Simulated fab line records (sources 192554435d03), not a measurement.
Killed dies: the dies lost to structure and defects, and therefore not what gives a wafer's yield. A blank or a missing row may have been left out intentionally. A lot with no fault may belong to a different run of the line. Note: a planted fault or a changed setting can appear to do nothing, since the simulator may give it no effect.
Which tool did it? || flow n5 finfet || Sampling: 10 lots, 30 wafers, 3 of 1938 route steps

## WHAT THE GAUGES READ, wafer by wafer
N5_BEOL_M8_CD_MEAS_18: pitch 80 nm, target cd 40 nm. Usual: cd nm 39.9 nm, standard deviation 0.42.
{"lot": "L118", "measured": "day 9 11:53", "on": "cd sem-02", "cd nm (nm)": "39.9 39.4 39.9", "flag": ""}
{"lot": "L119", "measured": "day 10 22:13", "on": "cd sem-02", "cd nm (nm)": "39.4 39.3 40.4", "flag": ""}
{"lot": "L127", "measured": "day 11 21:16", "on": "cd sem-03", "cd nm (nm)": "40.2 39.9 40.1", "flag": ""}
{"lot": "L125", "measured": "day 12 07:25", "on": "cd sem-03", "cd nm (nm)": "40.1 40.2 39.6", "flag": ""}
{"lot": "L131", "measured": "day 12 22:18", "on": "cd sem-01", "cd nm (nm)": "39.1 39.2 39.0", "flag": ""}
{"lot": "L135", "measured": "day 14 20:32", "on": "cd sem-01", "cd nm (nm)": "39.6 40.1 40.2", "flag": ""}
{"lot": "L137", "measured": "day 15 01:08", "on": "cd sem-01", "cd nm (nm)": "40.6 40.3 40.8", "flag": ""}
{"lot": "L138", "measured": "day 15 04:04", "on": "cd sem-02", "cd nm (nm)": "39.7 40.2 39.9", "flag": ""}
{"lot": "L139", "measured": "day 15 09:02", "on": "cd sem-02", "cd nm (nm)": "40.0 40.2 39.6", "flag": ""}
{"lot": "L141", "measured": "day 16 04:05", "on": "cd sem-03", "cd nm (nm)": "39.9 39.3 40.2", "flag": ""}

N5_BEOL_M8_INSPECT_30: inspects for defects (brightfield). Usual: raw defect count 419, standard deviation 93.
{"lot": "L118", "measured": "day 9 13:45", "on": "defect inspect-01", "raw defect count": "255 503 335", "flag": ""}
{"lot": "L119", "measured": "day 10 22:44", "on": "defect inspect-01", "raw defect count": "265 262 329", "flag": ""}
{"lot": "L127", "measured": "day 12 00:09", "on": "defect inspect-01", "raw defect count": "396 309 364", "flag": ""}
{"lot": "L125", "measured": "day 12 07:53", "on": "defect inspect-02", "raw defect count": "425 701 343", "flag": ""}
{"lot": "L131", "measured": "day 13 00:37", "on": "defect inspect-01", "raw defect count": "560 453 466", "flag": ""}
{"lot": "L135", "measured": "day 14 21:44", "on": "defect inspect-02", "raw defect count": "314 599 476", "flag": ""}
{"lot": "L137", "measured": "day 15 02:04", "on": "defect inspect-02", "raw defect count": "357 457 304", "flag": ""}
{"lot": "L138", "measured": "day 15 08:01", "on": "defect inspect-01", "raw defect count": "596 398 493", "flag": ""}
{"lot": "L139", "measured": "day 15 09:25", "on": "defect inspect-01", "raw defect count": "334 426 375", "flag": ""}
{"lot": "L141", "measured": "day 16 04:37", "on": "defect inspect-01", "raw defect count": "453 344 402", "flag": ""}

## TOOL THAT RAN EACH LOT (tool first, then ch and the chambers of the sampled wafers, then the start)
{"lot": "L118", "N5_BEOL_M8_HM_DEP_02": "pvd sputter-01, day 9 10:50"}
{"lot": "L119", "N5_BEOL_M8_HM_DEP_02": "pvd sputter-02, day 10 21:10"}
{"lot": "L127", "N5_BEOL_M8_HM_DEP_02": "pvd sputter-01, day 11 20:09"}
{"lot": "L125", "N5_BEOL_M8_HM_DEP_02": "pvd sputter-02, day 12 06:08"}
{"lot": "L131", "N5_BEOL_M8_HM_DEP_02": "pvd sputter-01, day 12 20:56"}
{"lot": "L135", "N5_BEOL_M8_HM_DEP_02": "pvd sputter-03, day 14 19:00"}
{"lot": "L137", "N5_BEOL_M8_HM_DEP_02": "pvd sputter-01, day 15 00:13"}
{"lot": "L138", "N5_BEOL_M8_HM_DEP_02": "pvd sputter-01, day 15 03:01"}
{"lot": "L139", "N5_BEOL_M8_HM_DEP_02": "pvd sputter-03, day 15 07:53"}
{"lot": "L141", "N5_BEOL_M8_HM_DEP_02": "pvd sputter-01, day 16 03:02"}
- N5_BEOL_M8_HM_DEP_02: deposits TiN, target thk 20 nm.

## AS READ BY THE TOOLS THEMSELVES (means over the sampled wafers that have a number; for cases with no such wafer, the mark the record gives instead)
N5_BEOL_M8_HM_DEP_02. Usual: throttle valve pct 29.5 %, standard deviation 0.75.
{"lot": "L118", "tool": "pvd sputter-01", "throttle valve pct (%)": 29.8, "flag": ""}
{"lot": "L119", "tool": "pvd sputter-02", "throttle valve pct (%)": 29.5, "flag": ""}
{"lot": "L127", "tool": "pvd sputter-01", "throttle valve pct (%)": 29.3, "flag": ""}
{"lot": "L125", "tool": "pvd sputter-02", "throttle valve pct (%)": 29.8, "flag": ""}
{"lot": "L131", "tool": "pvd sputter-01", "throttle valve pct (%)": 29.4, "flag": ""}
{"lot": "L135", "tool": "pvd sputter-03", "throttle valve pct (%)": 29.3, "flag": ""}
{"lot": "L137", "tool": "pvd sputter-01", "throttle valve pct (%)": 30.1, "flag": ""}
{"lot": "L138", "tool": "pvd sputter-01", "throttle valve pct (%)": 29.4, "flag": ""}
{"lot": "L139", "tool": "pvd sputter-03", "throttle valve pct (%)": 29.9, "flag": ""}
{"lot": "L141", "tool": "pvd sputter-01", "throttle valve pct (%)": 29.7, "flag": ""}

## THE ANSWER, worked out from the rows above alone
Rule: a lot counts as off when the mean over its wafers that have a number is more than 3 standard deviations away from the usual mean. A lot without any number at a reading at which 4 lots or more have one is off too. All remaining lots with rows at the step are treated as sound. After the gauges, taken in route order, come the tools' own readings; for these a lot's mean is taken, as printed above. At the first step where some lot is off, the reading lying furthest off is the one used; lots without a number count as furthest.
None of the lots is off at any reading shown; this tells nothing.

## WHAT THE SIMULATOR HAD INSERTED
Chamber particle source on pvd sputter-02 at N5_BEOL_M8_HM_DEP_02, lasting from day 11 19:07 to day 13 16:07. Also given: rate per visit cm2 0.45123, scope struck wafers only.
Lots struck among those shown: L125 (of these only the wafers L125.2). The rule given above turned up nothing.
